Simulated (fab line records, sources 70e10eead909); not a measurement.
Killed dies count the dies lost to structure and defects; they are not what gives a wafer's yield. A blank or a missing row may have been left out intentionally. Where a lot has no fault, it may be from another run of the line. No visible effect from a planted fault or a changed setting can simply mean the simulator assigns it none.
Struck lot and sound lot, side by side -- flow nand harc -- 36 out of 1302 route steps
Sound: wafers L621.2, L621.4, L621.6. Struck: wafer L631.2 (L631.5, L631.6, from the same lot, were not struck and are left out); the cause is given at the end.
Each step with rows lists, per side, the tool, then ch with its chambers, then its first start. Under that, the readings that differ: sound wafers -- struck wafers -- difference of the means -- sigmas: that difference in standard deviations of wafers without a fault.
alike: same words and numbers on both sides, and readings whose means sit less than 2 such deviations apart. not compared: any withheld reading, any reading some wafer has no value for, any bound like >300 that may hide the same value, and any number with overlapping values for which the record gives no deviation.
A row with sigmas, a row that says differs or no value, or rows on one side alone: a step with any of these is where the two part. Numbers that have no deviation but don't overlap get no sigmas and don't part them. Lack of a reading on every wafer of one side parts them only where that side has two or more wafers.

first, 2 steps without rows for these wafers: NHARC_A_SLIT_PRECLEAN_19 (cleans in SC1); NHARC_A_SLIT_SRD_20.
NHARC_A_SLIT_CD_MEAS_21:
  struck on cd sem-03, day 25 21:52; sound on cd sem-03, day 21 10:10
  alike: cd nm
then, 3 steps without rows for these wafers: NHARC_A_SIN_REMOVE_WET_00 (chemistry H3PO4, time 15300 s); NHARC_A_SIN_REMOVE_PRECLEAN_01 (cleans in SC1); NHARC_A_SIN_REMOVE_SRD_02.
NHARC_A_SIN_REMOVE_INSPECT_04:
  struck on defect inspect-02, day 26 04:23; sound on defect inspect-02, day 21 16:42
  alike: raw defect count
then, 1 step without rows for these wafers: NHARC_A_WL_FILL_ALD_00 (deposits Al2O3, target thk 3 nm, pulse time 3 s, ald cycles 30).
NHARC_A_WL_FILL_RTA_01: time 5 s.
  sound on rtp anneal-01 ch 0, day 21 17:13; struck on rtp anneal-02 ch 0, day 26 04:47
reading,sound,struck,difference,sigmas
lamp_zone_3_pct (%),29.7 29.7 29.7,31.0,+1.3,+2
lamp_zone_7_pct (%),30.2 30.2 30.2,31.5,+1.3,+2
wafer_temp_C_max,1003.1 1004.0 1004.8,1008.9,+4.9,+3
  alike: lamp power pct
then, 1 step without rows for these wafers: NHARC_A_WL_FILL_ALD_02 (deposits TiN, target thk 2 nm, pulse time 3 s, ald cycles 100).
NHARC_A_WL_FILL_CVD_03: deposits W, target thk 40 nm, time 279 s.
  sound on cvd w-02 ch 0, day 21 17:59; struck on cvd w-02 ch 0, day 26 05:28
  alike: heater power w, mfc wf6 sccm, throttle valve pct
then, 2 steps without rows for these wafers: NHARC_A_WL_FILL_ETCHBACK_04 (etches the open film in NF3, target depth 60 nm, time 120 s); NHARC_A_WL_FILL_ETCHBACK_05 (etches the open film in Cl2/BCl3, target depth 22 nm, time 60 s).
NHARC_A_WL_FILL_STRIP_27: strips in N2/H2, time 20 s.
  sound on plasma asher-01 ch 0,1, day 21 18:46; struck on plasma asher-01 ch 0, day 26 06:11
  alike: drypump motor current A, heater power w
  not compared: rf hours counter h
then, 5 steps without rows for these wafers: NHARC_A_WL_FILL_STRIP_28 (strips in post etch residue remover, time 1200 s); NHARC_A_WL_FILL_PRECLEAN_06 (cleans in DIW, time 300 s); NHARC_A_WL_FILL_SRD_07; NHARC_A_WL_FILL_ANNEAL_08 (time 1800 s); NHARC_A_WL_FILL_ALD_10 (deposits SiO2, target thk 50 nm, pulse time 10 s, ald cycles 500).
NHARC_A_WL_FILL_ETCHBACK_16: etches the open film in C4F8/O2/Ar, target depth 120 nm, time 24 s.
  sound on rie diel-12 ch 0,1,2; struck on rie diel-12 ch 3
reading,sound,struck,difference,sigmas
oes product au (a.u.),0.951 0.936 0.949,1.011,+0.066,+3
rf vpp V (V),719 718 724,729,+9,+2
  not compared: rf hours counter h
NHARC_A_WL_FILL_STRIP_29: strips in O2, time 20 s.
  sound on rie diel-12 ch 0,1,3, day 22 04:44; struck on rie diel-12 ch 1, day 26 21:15
  alike: drypump motor current A, oes product au, rf vpp V, showerhead plenum p Torr, throttle valve pct
  not compared: rf hours counter h
then, 11 steps without rows for these wafers: NHARC_A_WL_FILL_ETCHBACK_17 (etches the open film in Cl2/BCl3, target depth 4 nm, time 26.7 s); NHARC_A_WL_FILL_PRECLEAN_18 (cleans in dHF, time 30 s); NHARC_A_WL_FILL_SRD_21; NHARC_A_WL_FILL_CVD_23 (deposits poly-Si, target thk 40 nm, time 800 s); NHARC_A_WL_FILL_ETCHBACK_26 (etches the open film in HBr, target depth 52 nm, time 13.3 s); NHARC_A_WL_FILL_PRECLEAN_30 (cleans in dHF, time 10 s); NHARC_A_WL_FILL_SRD_14; NHARC_A_WL_FILL_ALD_19 (deposits TiN, target thk 2 nm, pulse time 3 s, ald cycles 100); NHARC_A_WL_FILL_CVD_20 (deposits W, target thk 100 nm, time 74 s); NHARC_A_WL_FILL_CMP_12 (polishes, t overpolish 30 s, target thk 100 nm); NHARC_A_WL_FILL_SRD_31.
NHARC_A_WL_FILL_INSPECT_15:
  struck on defect inspect-02, day 27 03:52; sound on defect inspect-01, day 22 11:07
  alike: raw defect count
NHARC_A_CONTACT_DEP_24: deposits SiO2, target thk 500 nm.
  the record has rows for the sound wafers here (pecvd-01 ch 0,1, day 22 11:15) and none for the struck ones
then, 1 step without rows for these wafers: NHARC_A_CONTACT_DEP_28 (deposits aC, target thk 7000 nm).
-- the record jumps here: 3 days lie between the struck wafers' starts before and after (it left off in module A_CONTACT and takes up again in module END, whose first step shown is number 1302 of the route) --
NHARC_END_SORT_01:
  at this point the record logs the struck wafers (prober-01 ch 0, day 30 05:18) and has no rows for the sound ones

## WHERE THEY PART
At NHARC_A_WL_FILL_RTA_01 first; at NHARC_END_SORT_01 last (within this record only).

WHY: what the simulator had put in
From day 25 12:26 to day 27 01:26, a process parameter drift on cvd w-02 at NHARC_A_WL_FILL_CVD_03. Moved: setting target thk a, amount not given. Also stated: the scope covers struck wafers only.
